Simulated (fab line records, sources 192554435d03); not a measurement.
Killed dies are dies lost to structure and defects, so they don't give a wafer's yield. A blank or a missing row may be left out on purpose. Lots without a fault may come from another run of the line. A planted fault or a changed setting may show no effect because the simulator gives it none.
Which tool did it? | flow n5_finfet | 9 lots, 27 wafers sampled, at 6 steps of a route of 1938

WHAT THE GAUGES READ, wafer by wafer
N5_ZERO_LAYER_INSPECT_20: inspects for defects (darkfield).
lot  | measured    | on                | raw_defect_count
L225 | day 2 01:17 | defect_inspect-02 | 27 48 50
L227 | day 2 13:32 | defect_inspect-02 | 20 23 22
L232 | day 3 19:23 | defect_inspect-02 | 33 60 59
L233 | day 4 01:23 | defect_inspect-02 | 38 66 53
L240 | day 5 19:23 | defect_inspect-02 | 37 38 24
L242 | day 6 07:35 | defect_inspect-01 | 41 36 71
L243 | day 6 13:38 | defect_inspect-01 | 16 42 24
L245 | day 7 01:22 | defect_inspect-01 | 34 58 66
L246 | day 7 07:16 | defect_inspect-02 | 39 17 33

N5_PMOS_HMC_CHANNEL_EPI_THK_MEAS_22.
lot  | measured    | on            | HMC_CMP_THK (nm)
L225 | day 2 08:10 | film_metro-01 | 54.9 53.4 54.8
L227 | day 2 19:40 | film_metro-01 | 54.5 53.5 52.4
L232 | day 4 01:58 | film_metro-02 | 54.4 53.0 32.6
L233 | day 4 07:55 | film_metro-02 | 32.3 55.2 32.8
L240 | day 6 01:47 | film_metro-01 | 52.6 53.7 54.6
L242 | day 6 14:25 | film_metro-02 | 54.0 53.8 52.7
L243 | day 6 21:01 | film_metro-01 | 53.1 51.7 52.8
L245 | day 7 08:43 | film_metro-01 | 53.1 54.6 53.8
L246 | day 7 13:32 | film_metro-02 | 54.6 55.4 55.0

N5_BEOL_M4_RC_MEAS_101.
lot  | measured     | on        | CJ_P           | DIBL_N (mV/V)  | DIBL_P (mV/V)  | IOFF_N (nA/um)    | IOFF_P (nA/um) | ION_N (uA/um) | ION_P (uA/um) | SS_N (mV/dec)  | SS_P (mV/dec)  | VT_N (mV)   | VT_P (mV)      | VT_P_LONG (mV)       | VT_P_LVT (mV)
L225 | day 8 07:10  | prober-01 | 5.32 5.89 5.43 | 34.1 36.9 33.7 | 34.5 37.5 33.5 | 0.128 0.173 0.118 | 0.17 0.22 0.15 | 666 693 665   | 456 473 452   | 72.0 71.0 71.2 | 72.5 73.4 72.2 | 252 248 255 | -252 -248 -255 | -276.7 -275.4 -274.4 | -99.4 -95.2 -100.8
L227 | day 8 23:21  | prober-02 | 5.50 5.74 6.07 | 33.7 32.2 35.7 | 35.3 33.5 37.8 | 0.146 0.118 0.175 | 0.19 0.17 0.23 | 678 675 678   | 463 466 463   | 71.2 70.8 70.7 | 73.1 72.7 73.7 | 250 253 247 | -252 -250 -249 | -272.8 -271.9 -277.5 | -99.7 -100.3 -98.0
L232 | day 10 04:10 | prober-02 | 5.54 6.04 6.39 | 35.8 37.9 38.2 | 35.5 37.8 38.1 | 0.150 0.186 0.192 | 0.20 0.24 0.17 | 677 688 688   | 467 472 366   | 71.9 72.2 71.8 | 73.4 73.6 73.9 | 249 245 245 | -253 -248 -258 | -276.9 -275.8 -286.2 | -100.5 -97.5 -107.4
L233 | day 10 18:43 | prober-02 | 6.31 5.59 6.34 | 36.3 36.4 37.7 | 37.4 37.4 39.1 | 0.166 0.165 0.180 | 0.17 0.25 0.19 | 679 678 672   | 362 471 365   | 72.5 72.9 72.1 | 72.8 73.8 73.5 | 248 249 248 | -256 -243 -257 | -285.1 -270.5 -282.6 | -107.5 -97.2 -106.7
L240 | day 12 04:14 | prober-01 | 5.94 5.91 5.67 | 37.1 35.7 34.8 | 38.1 36.5 35.1 | 0.203 0.154 0.144 | 0.22 0.20 0.18 | 685 661 670   | 463 463 455   | 71.5 71.4 70.7 | 73.6 73.8 72.9 | 245 248 250 | -248 -248 -253 | -275.4 -278.2 -275.5 | -97.7 -98.3 -100.5
L242 | day 13 09:56 | prober-01 | 5.75 5.88 6.06 | 34.8 36.2 36.8 | 34.0 35.5 35.9 | 0.146 0.154 0.174 | 0.17 0.20 0.21 | 687 681 699   | 463 469 468   | 70.9 71.5 71.2 | 72.3 73.7 73.0 | 247 248 247 | -252 -250 -250 | -276.0 -274.4 -274.8 | -97.6 -96.4 -95.4
L243 | day 13 13:07 | prober-02 | 6.02 6.03 5.94 | 35.4 36.8 38.6 | 35.1 36.5 39.2 | 0.146 0.159 0.210 | 0.20 0.22 0.27 | 695 675 706   | 478 466 479   | 71.2 71.7 72.0 | 72.2 73.2 74.0 | 249 251 247 | -251 -248 -247 | -273.7 -270.9 -273.7 | -96.4 -96.0 -93.8
L245 | day 13 15:26 | prober-02 | 5.86 5.65 5.74 | 34.6 35.0 37.1 | 33.6 35.3 37.7 | 0.128 0.139 0.180 | 0.19 0.21 0.25 | 664 657 682   | 462 458 465   | 70.7 71.5 71.9 | 72.0 72.9 74.1 | 253 253 247 | -247 -251 -247 | -271.8 -273.0 -272.3 | -100.6 -99.1 -96.8
L246 | day 13 14:01 | prober-01 | 5.81 5.59 5.65 | 37.1 37.2 38.8 | 39.3 38.6 40.2 | 0.192 0.181 0.234 | 0.30 0.27 0.31 | 682 677 687   | 472 469 468   | 70.9 72.6 72.1 | 74.7 73.8 74.1 | 245 247 244 | -242 -246 -242 | -271.8 -269.9 -270.5 | -94.7 -96.2 -94.4

WHICH TOOL RAN EACH LOT (tool, then ch and the chambers of the sampled wafers, then the start)
lot  | N5_PMOS_HMC_CHANNEL_EPI_HM_DEP_34 | N5_PMOS_HMC_CHANNEL_EPI_FIN_RECESS_16 | N5_FIN_SAQP_ALD_61
L225 | pecvd-03 ch 0,1, day 2 04:50      | rie_si-05 ch 0,3, day 2 05:58         | ald_sin-02 ch 0,3, day 2 09:04
L227 | pecvd-01 ch 0,2, day 2 17:02      | rie_si-01 ch 1,2,3, day 2 17:51       | ald_sin-03 ch 1,2,3, day 2 20:29
L232 | pecvd-02 ch 0,2, day 3 23:00      | rie_si-01 ch 0,1,2, day 4 00:09       | ald_sin-01 ch 0,1,3, day 4 02:37
L233 | pecvd-03 ch 0,1,2, day 4 04:43    | rie_si-01 ch 1,2,3, day 4 05:40       | ald_sin-01 ch 1,2, day 4 10:16
L240 | pecvd-01 ch 1,2, day 5 22:48      | rie_si-05 ch 1,2,3, day 5 23:59       | ald_sin-03 ch 2,3, day 6 02:30
L242 | pecvd-02 ch 0,1,2, day 6 11:30    | rie_si-05 ch 0,2,3, day 6 12:36       | ald_sin-01 ch 1,2,3, day 6 15:07
L243 | pecvd-02 ch 0,2, day 6 16:58      | rie_si-06 ch 0,2, day 6 18:17         | ald_sin-03 ch 0,2,3, day 6 21:38
L245 | pecvd-02 ch 1,2, day 7 04:55      | rie_si-06 ch 1,2, day 7 05:52         | ald_sin-03 ch 0,1,2, day 7 09:23
L246 | pecvd-02 ch 1,2, day 7 10:54      | rie_si-01 ch 0,3, day 7 11:44         | ald_sin-03 ch 0,1,2, day 7 14:14
- N5_PMOS_HMC_CHANNEL_EPI_HM_DEP_34: deposits SiO2 from TEOS/O2, target thk 36 nm, time 6.9 s.
- N5_PMOS_HMC_CHANNEL_EPI_FIN_RECESS_16: chemistry HBr/Cl2, target Si, target depth 54 nm, time 18 s.
- N5_FIN_SAQP_ALD_61: deposits SiO2, target thk 4 nm, pulse time 1 s, purge time 2 s.

WHAT THE TOOLS THEMSELVES READ (means of the sampled wafers that have a number; where no wafer has one, the mark that the record gives instead)
N5_PMOS_HMC_CHANNEL_EPI_HM_DEP_34.
lot  | tool     | heater_power_w (W) | rf_fwd_power_W (W) | showerhead_plenum_p_Torr (Torr) | throttle_valve_pct (%)
L225 | pecvd-03 | 573                | 888                | 8.35                            | 19.1
L227 | pecvd-01 | 434                | 891                | 8.34                            | 19.6
L232 | pecvd-02 | 486                | 885                | 8.35                            | 17.9
L233 | pecvd-03 | 597                | 886                | 8.36                            | 18.6
L240 | pecvd-01 | 417                | 889                | 8.33                            | 18.6
L242 | pecvd-02 | 561                | 881                | 8.30                            | 18.8
L243 | pecvd-02 | 502                | 884                | 8.33                            | 17.9
L245 | pecvd-02 | 540                | 890                | 8.27                            | 18.8
L246 | pecvd-02 | 549                | 884                | 8.26                            | 19.8

N5_PMOS_HMC_CHANNEL_EPI_FIN_RECESS_16.
lot  | tool      | HBr_flow_sccm (sccm) | chamber_pressure_mTorr (mTorr) | drypump_motor_current_A (A) | oes_product_au (a.u.) | rf_fwd_power_W (W) | throttle_valve_pct (%)
L225 | rie_si-05 | 149.8                | 9.995                          | 6.3                         | 1.018                 | 798.1              | 35.1
L227 | rie_si-01 | 149.4                | 9.996                          | 6.0                         | 0.993                 | 793.5              | 34.9
L232 | rie_si-01 | 149.8                | 10.011                         | 5.6                         | 0.924                 | 797.1              | 35.2
L233 | rie_si-01 | 150.3                | 10.005                         | 5.9                         | 0.850                 | 796.5              | 35.1
L240 | rie_si-05 | 149.9                | 9.986                          | 6.0                         | 0.994                 | 795.3              | 35.3
L242 | rie_si-05 | 149.9                | 9.995                          | 6.3                         | 1.004                 | 793.6              | 35.3
L243 | rie_si-06 | 150.0                | 10.002                         | 5.8                         | 0.995                 | 796.3              | 35.6
L245 | rie_si-06 | 150.2                | 10.002                         | 5.6                         | 1.006                 | 797.1              | 35.7
L246 | rie_si-01 | 150.4                | 10.005                         | 6.3                         | 1.021                 | 796.8              | 35.2

N5_FIN_SAQP_ALD_61.
lot  | tool       | heater_power_w (W) | precursor_pulse_height_rel
L225 | ald_sin-02 | 403                | 1.017
L227 | ald_sin-03 | 490                | 0.999
L232 | ald_sin-01 | 480                | 1.006
L233 | ald_sin-01 | 446                | 0.978
L240 | ald_sin-03 | 506                | 1.001
L242 | ald_sin-01 | 480                | 0.982
L243 | ald_sin-03 | 456                | 1.014
L245 | ald_sin-03 | 486                | 0.983
L246 | ald_sin-03 | 483                | 0.992

THE ANSWER, worked out from the rows above alone
Rule: what is usual is taken from the lots themselves. Put in order of their means at a reading, lots are off if they are a third of the lots or fewer, leave a main group of 4 or more, and stand apart from it by a gap of 3 or more times the standard deviation of the main group's means; of several such gaps the widest counts. A main group whose means are all the same, to the digits that the tables above print for the reading, isn't used. A lot without any number at a reading at which 4 lots or more have one is off too. The other lots that the step has rows for count as sound. The gauges are gone through in route order, then the tools' own readings, and for those a lot's mean is taken as printed above. The first step at which some lot is off is used, and at that step the reading that is off furthest; a lot without a number counts as furthest.
Off: L232, L233, at N5_PMOS_HMC_CHANNEL_EPI_THK_MEAS_22 (HMC_CMP_THK). The main group: mean 53.8 nm, standard deviation 0.72.
A tool fits if, at a process step before that reading, it ran every lot that is off, and no sound lot after the first of them. The gauges at N5_PMOS_HMC_CHANNEL_EPI_THK_MEAS_22 aren't tried: what is off there is off at N5_BEOL_M4_RC_MEAS_101 too, on other tools, and a gauge's error can't cause that. None of those tried fits.

WHAT THE SIMULATOR HAD PUT IN
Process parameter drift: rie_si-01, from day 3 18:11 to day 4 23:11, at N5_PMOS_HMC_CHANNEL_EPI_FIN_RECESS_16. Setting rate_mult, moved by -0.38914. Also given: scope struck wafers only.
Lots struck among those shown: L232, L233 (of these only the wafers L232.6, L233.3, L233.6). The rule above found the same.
